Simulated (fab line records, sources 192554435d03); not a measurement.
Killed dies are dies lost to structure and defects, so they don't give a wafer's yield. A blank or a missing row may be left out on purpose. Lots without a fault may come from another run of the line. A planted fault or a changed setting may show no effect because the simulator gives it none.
Which tool did it? | flow n5_finfet | 10 lots, 30 wafers sampled, at 4 steps of a route of 1938

WHAT THE GAUGES READ, wafer by wafer
N5_BEOL_M8_THK_MEAS_01. Usual: M8_ILD_THK 155.1 nm, standard deviation 2.2.
lot  | measured     | on            | M8_ILD_THK (nm)   | flag
L602 | day 9 11:09  | film_metro-01 | 155.5 155.7 155.0 |
L605 | day 9 21:17  | film_metro-02 | 154.2 157.4 158.8 |
L606 | day 10 03:09 | film_metro-02 | 153.9 153.7 156.8 |
L607 | day 10 04:34 | film_metro-01 | 155.0 155.4 156.1 |
L609 | day 10 22:40 | film_metro-01 | 153.2 154.8 156.1 |
L612 | day 11 18:18 | film_metro-02 | 151.5 153.0 154.3 |
L613 | day 12 04:34 | film_metro-02 | 153.7 157.7 155.2 |
L622 | day 14 01:58 | film_metro-01 | 170.0 173.3 172.5 | OFF
L624 | day 14 14:04 | film_metro-01 | 152.1 156.4 156.1 |
L623 | day 14 23:35 | film_metro-01 | 166.6 171.5 172.8 | OFF

WHICH TOOL RAN EACH LOT (tool, then ch and the chambers of the sampled wafers, then the start)
lot  | N5_BEOL_M7_CURE_75            | N5_BEOL_M7_DEGAS_44          | N5_BEOL_M8_ILD_DEP_00
L602 | uv_cure-02 ch 2, day 9 08:04  | pvd_sputter-03, day 9 08:35  | pecvd-03 ch 0,1,2, day 9 10:34
L605 | uv_cure-02 ch 2, day 9 17:41  | pvd_sputter-01, day 9 18:19  | pecvd-02 ch 0,1, day 9 20:12
L606 | uv_cure-03 ch 0, day 9 21:38  | pvd_sputter-01, day 9 23:48  | pecvd-02 ch 0,1, day 10 02:33
L607 | uv_cure-01 ch 0, day 10 00:31 | pvd_sputter-01, day 10 01:56 | pecvd-03 ch 0,1,2, day 10 03:57
L609 | uv_cure-01 ch 1, day 10 18:45 | pvd_sputter-01, day 10 19:58 | pecvd-04 ch 0,1,2, day 10 21:37
L612 | uv_cure-03 ch 2, day 11 15:10 | pvd_sputter-01, day 11 15:58 | pecvd-04 ch 0,1, day 11 17:43
L613 | uv_cure-03 ch 2, day 11 23:07 | pvd_sputter-01, day 12 01:05 | pecvd-03 ch 0,1, day 12 03:47
L622 | uv_cure-03 ch 1, day 13 22:59 | pvd_sputter-02, day 13 23:29 | pecvd-04 ch 0,1, day 14 01:24
L624 | uv_cure-01 ch 0, day 14 10:48 | pvd_sputter-01, day 14 11:52 | pecvd-03 ch 0,1, day 14 13:30
L623 | uv_cure-03 ch 2, day 14 19:08 | pvd_sputter-01, day 14 20:24 | pecvd-04 ch 0,2, day 14 22:32
- N5_BEOL_M7_CURE_75: cures SiCOH lowk, time 120 s.
- N5_BEOL_M7_DEGAS_44: time 60 s.
- N5_BEOL_M8_ILD_DEP_00: deposits SiCOH lowk from DEMS/porogen, target thk 179.75 nm, time 33.4 s.

WHAT THE TOOLS THEMSELVES READ (means of the sampled wafers that have a number; where no wafer has one, the mark that the record gives instead)
N5_BEOL_M7_CURE_75. Usual: lamp_power_pct 52.31 %, standard deviation 0.055; wafer_temp_C_max 371.8, standard deviation 0.6.
lot  | tool       | lamp_power_pct (%) | wafer_temp_C_max | flag
L602 | uv_cure-02 | 52.28              | 372.3            |
L605 | uv_cure-02 | 52.32              | 372.2            |
L606 | uv_cure-03 | 52.25              | 371.9            |
L607 | uv_cure-01 | 52.32              | 371.5            |
L609 | uv_cure-01 | 52.26              | 372.0            |
L612 | uv_cure-03 | 52.30              | 371.3            |
L613 | uv_cure-03 | 52.29              | 371.8            |
L622 | uv_cure-03 | 52.31              | 371.5            |
L624 | uv_cure-01 | 52.33              | 371.1            |
L623 | uv_cure-03 | 52.30              | 371.7            |

N5_BEOL_M7_DEGAS_44. Usual: heater_power_w 344 W, standard deviation 45; susceptor_temp_C 249.99 C, standard deviation 0.17.
lot  | tool           | heater_power_w (W) | susceptor_temp_C (C) | flag
L602 | pvd_sputter-03 | 321                | 250.13               |
L605 | pvd_sputter-01 | 356                | 250.01               |
L606 | pvd_sputter-01 | 327                | 249.96               |
L607 | pvd_sputter-01 | 347                | 249.94               |
L609 | pvd_sputter-01 | 311                | 249.85               |
L612 | pvd_sputter-01 | 330                | 250.15               |
L613 | pvd_sputter-01 | 316                | 250.11               |
L622 | pvd_sputter-02 | 346                | 250.02               |
L624 | pvd_sputter-01 | 349                | 250.12               |
L623 | pvd_sputter-01 | 310                | 249.91               |

N5_BEOL_M8_ILD_DEP_00. Usual: heater_power_w 339 W, standard deviation 69; showerhead_plenum_p_Torr 5.741 Torr, standard deviation 0.013; susceptor_temp_C 299.99 C, standard deviation 0.19; throttle_valve_pct 13.8 %, standard deviation 0.86.
lot  | tool     | heater_power_w (W) | showerhead_plenum_p_Torr (Torr) | susceptor_temp_C (C) | throttle_valve_pct (%) | flag
L602 | pecvd-03 | 365                | 5.748                           | 299.99               | 13.4                   |
L605 | pecvd-02 | 316                | 5.731                           | 300.09               | 14.7                   |
L606 | pecvd-02 | 300                | 5.732                           | 300.13               | 14.6                   |
L607 | pecvd-03 | 389                | 5.747                           | 299.90               | 13.3                   |
L609 | pecvd-04 | 323                | 5.746                           | 300.08               | 13.5                   |
L612 | pecvd-04 | 359                | 5.760                           | 300.12               | 14.0                   |
L613 | pecvd-03 | 400                | 5.738                           | 299.74               | 13.5                   |
L622 | pecvd-04 | 311                | 5.753                           | 281.40               | 14.2                   | OFF
L624 | pecvd-03 | 404                | 5.737                           | 299.82               | 13.6                   |
L623 | pecvd-04 | 213                | 5.749                           | 281.34               | 13.3                   | OFF

THE ANSWER, worked out from the rows above alone
Rule: a lot is off if the mean of its wafers that have a number lies more than 3 standard deviations from the usual mean. A lot without any number at a reading at which 4 lots or more have one is off too. The other lots that the step has rows for count as sound. The gauges are gone through in route order, then the tools' own readings, and for those a lot's mean is taken as printed above. The first step at which some lot is off is used, and at that step the reading that is off furthest; a lot without a number counts as furthest.
Off: L622, L623, at N5_BEOL_M8_THK_MEAS_01 (M8_ILD_THK).
A tool fits if, at a process step before that reading, it ran every lot that is off, and no sound lot after the first of them. The gauges at N5_BEOL_M8_THK_MEAS_01 aren't tried: what is off there is off at N5_BEOL_M8_ILD_DEP_00 too, on other tools, and a gauge's error can't cause that. Can't be told from this: 2 tools fit, uv_cure-03 at N5_BEOL_M7_CURE_75, pecvd-04 at N5_BEOL_M8_ILD_DEP_00.

WHAT THE SIMULATOR HAD PUT IN
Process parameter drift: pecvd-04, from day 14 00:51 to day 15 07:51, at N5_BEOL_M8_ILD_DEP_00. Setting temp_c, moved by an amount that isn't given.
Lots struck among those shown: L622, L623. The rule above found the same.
